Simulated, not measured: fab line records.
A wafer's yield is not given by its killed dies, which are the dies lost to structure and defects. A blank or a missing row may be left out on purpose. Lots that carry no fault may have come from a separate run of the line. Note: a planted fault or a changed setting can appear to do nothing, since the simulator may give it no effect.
Comparing a struck lot with a sound one + flow nand_harc + 24 out of 1159 route steps
Sound: wafers L777.1, L777.2, L777.6. Wafers L792.3, L792.5, L792.6 were the ones struck. Last of all comes the cause.
Each step with rows lists, per side, the tool, then ch with its chambers, then its first start. Under that, the readings that differ: sound wafers + struck wafers + difference of the means + sigmas: that difference in standard deviations of wafers without a fault.
alike: readings whose means differ by less than 2 such deviations, and words and numbers that are the same on both sides. not compared: withheld readings, readings that some wafer has no value for, bounds like >300 that may hide the same value, and numbers for which the record gives no deviation and whose values overlap.
Wherever a step has rows on one side only, a row that says differs or no value, or a row with sigmas, the two part there. Numbers that don't overlap but have no deviation are shown without sigmas and don't part them. Lack of a reading on every wafer of one side parts them only where that side has two or more wafers.

NHARC_P_M0_INSPECT_27:
  sound on defect_inspect-01 at day 6 15:30; struck on defect_inspect-01 at day 10 03:03
| reading          | sound       | struck      | difference | sigmas |
|------------------|-------------|-------------|------------|--------|
| raw_defect_count | 266 266 515 | 614 460 673 | +233       | +2     |
NHARC_P_M0_PRE_CLEAN_31: time 12 s.
  sound on pecvd-02 ch 0,1,2, day 6 15:35; struck on pecvd-02 ch 1,2, day 10 03:07
  alike: heater_power_w
NHARC_P_M0_DEP_32: deposits SiCN, target thk 30 nm.
  sound on pecvd-02 ch 0,1,2, day 6 15:40; struck on pecvd-02 ch 1,2, day 10 03:11
  alike: heater_power_w
then, 8 steps without rows for these wafers: NHARC_P_M1_DEP_00 (deposits SiOC, target thk 182.5 nm); NHARC_P_M1_DEHYDRATE_01 (time 120 s); NHARC_P_M1_HMDS_02 (time 30 s); NHARC_P_M1_COAT_34 (time 65 s); NHARC_P_M1_COAT_03 (resist thk 90 nm); NHARC_P_M1_SOFTBAKE_04 (time 55 s); NHARC_P_M1_EBR_05; NHARC_P_M1_EXPOSE_06 (exposes mask P M1, target cd 130 nm).
NHARC_P_M1_PEB_07: peb time 65 s.
  sound on litho_track-01 ch 0, day 6 16:49; struck on litho_track-01 ch 0, day 10 04:20
| reading                  | sound              | struck               | difference | sigmas      |
|--------------------------|--------------------|----------------------|------------|-------------|
| heater_power_total_W (W) | 157.2 156.3 156.8  | 187.2 187.4 187.4    | +30.6      | +75         |
| plate_temp_C (C)         | 99.93 99.96 100.02 | 113.96 113.89 113.98 | +13.97     | +99 or more |
  alike: resist_line_temp_C
then, 1 step without rows for these wafers: NHARC_P_M1_DEVELOP_08 (develop time 35 s).
NHARC_P_M1_CD_MEAS_09: target cd 130 nm.
  sound on cd_sem-01 ch 0, day 6 16:54; struck on cd_sem-02 ch 0, day 10 04:26
| reading    | sound             | struck            | difference | sigmas |
|------------|-------------------|-------------------|------------|--------|
| cd_nm (nm) | 129.8 130.4 130.6 | 167.1 165.5 165.6 | +35.8      | +60    |
NHARC_P_M1_OVL_MEAS_10: pitch 260 nm.
  sound on overlay-02 at day 6 16:59; struck on overlay-02 at day 10 04:31
  alike: overlay_x_nm, overlay_y_nm
NHARC_P_M1_INSPECT_11:
  sound on defect_inspect-02 at day 6 17:02; struck on defect_inspect-02 at day 10 04:33
  alike: raw_defect_count
NHARC_P_M1_DESCUM_14: chemistry O2, time 3 s.
  sound on rie_diel-12 ch 2,3, day 6 17:05; struck on rie_diel-12 ch 1,2, day 10 04:37
| reading               | sound           | struck            | difference | sigmas |
|-----------------------|-----------------|-------------------|------------|--------|
| model.P_M1.cd_nm (nm) | 129.6 129.7 130 | 166.7 165.6 165.1 | +36.0      |        |
  alike: drypump_motor_current_A, oes_product_au, rf_vpp_V, showerhead_plenum_p_Torr, throttle_valve_pct
  not compared: rf_hours_counter_h
NHARC_P_M1_ETCH_35: etches the open film in N2/H2, target depth 40 nm, overetch 12 nm, time 43.94 s.
  sound on rie_diel-12 ch 0,1,2, day 6 17:11; struck on rie_diel-12 ch 2,3, day 10 04:41
  alike: drypump_motor_current_A, oes_product_au, rf_vpp_V, showerhead_plenum_p_Torr, throttle_valve_pct
  not compared: rf_hours_counter_h
NHARC_P_M1_ETCH_15: etches the open film in C4F8/Ar, target depth 182.5 nm, time 91.2 s.
  sound: rie_diel-12 ch 0,1,3; struck: rie_diel-12 ch 1,2
| reading               | sound             | struck            | difference | sigmas |
|-----------------------|-------------------|-------------------|------------|--------|
| oes_product_au (a.u.) | 0.924 0.936 0.917 | 0.979 0.972 0.975 | +0.050     | +2     |
  alike: rf_vpp_V
  not compared: rf_hours_counter_h
NHARC_P_M1_CD_MEAS_16:
  sound on cd_sem-01 at day 6 17:24; struck on cd_sem-02 at day 10 04:55
| reading    | sound             | struck            | difference | sigmas |
|------------|-------------------|-------------------|------------|--------|
| cd_nm (nm) | 129.4 129.8 129.9 | 166.9 165.4 165.1 | +36.1      | +48    |
NHARC_P_M1_STRIP_18: strips in N2/H2.
  sound on rie_diel-08 ch 0,2,3, day 6 17:30; struck on rie_diel-12 ch 0,1, day 10 04:59
  alike: drypump_motor_current_A, oes_product_au, rf_vpp_V, showerhead_plenum_p_Torr, throttle_valve_pct
  not compared: rf_hours_counter_h
NHARC_P_M1_ETCH_28: etches the open film in CF4/N2, target depth 30 nm, time 72.99 s.
  sound: rie_diel-08 ch 0,2; struck: rie_diel-12 ch 0,3
| reading               | sound           | struck          | difference | sigmas |
|-----------------------|-----------------|-----------------|------------|--------|
| model.P_M1.cd_nm (nm) | 129 129.8 129.9 | 166.5 165.6 165 | +36.1      |        |
  alike: drypump_motor_current_A, oes_product_au, rf_vpp_V, showerhead_plenum_p_Torr, throttle_valve_pct
  not compared: rf_hours_counter_h
then, 1 step without rows for these wafers: NHARC_P_M1_STRIP_19 (strips in post etch residue remover, time 600 s).
-- the record jumps here: 13 days lie between the struck wafers' starts before and after (it left off in module P_M1 and takes up again in module END, whose first step shown is number 1159 of the route) --
NHARC_END_SORT_01:
  at this point the record logs the struck wafers (prober-02 ch 0, day 23 15:10) and has no rows for the sound ones

== WHERE THEY PART ==
Earliest at NHARC_P_M0_INSPECT_27; latest, in this record, at NHARC_END_SORT_01.

WHY: what the simulator had put in
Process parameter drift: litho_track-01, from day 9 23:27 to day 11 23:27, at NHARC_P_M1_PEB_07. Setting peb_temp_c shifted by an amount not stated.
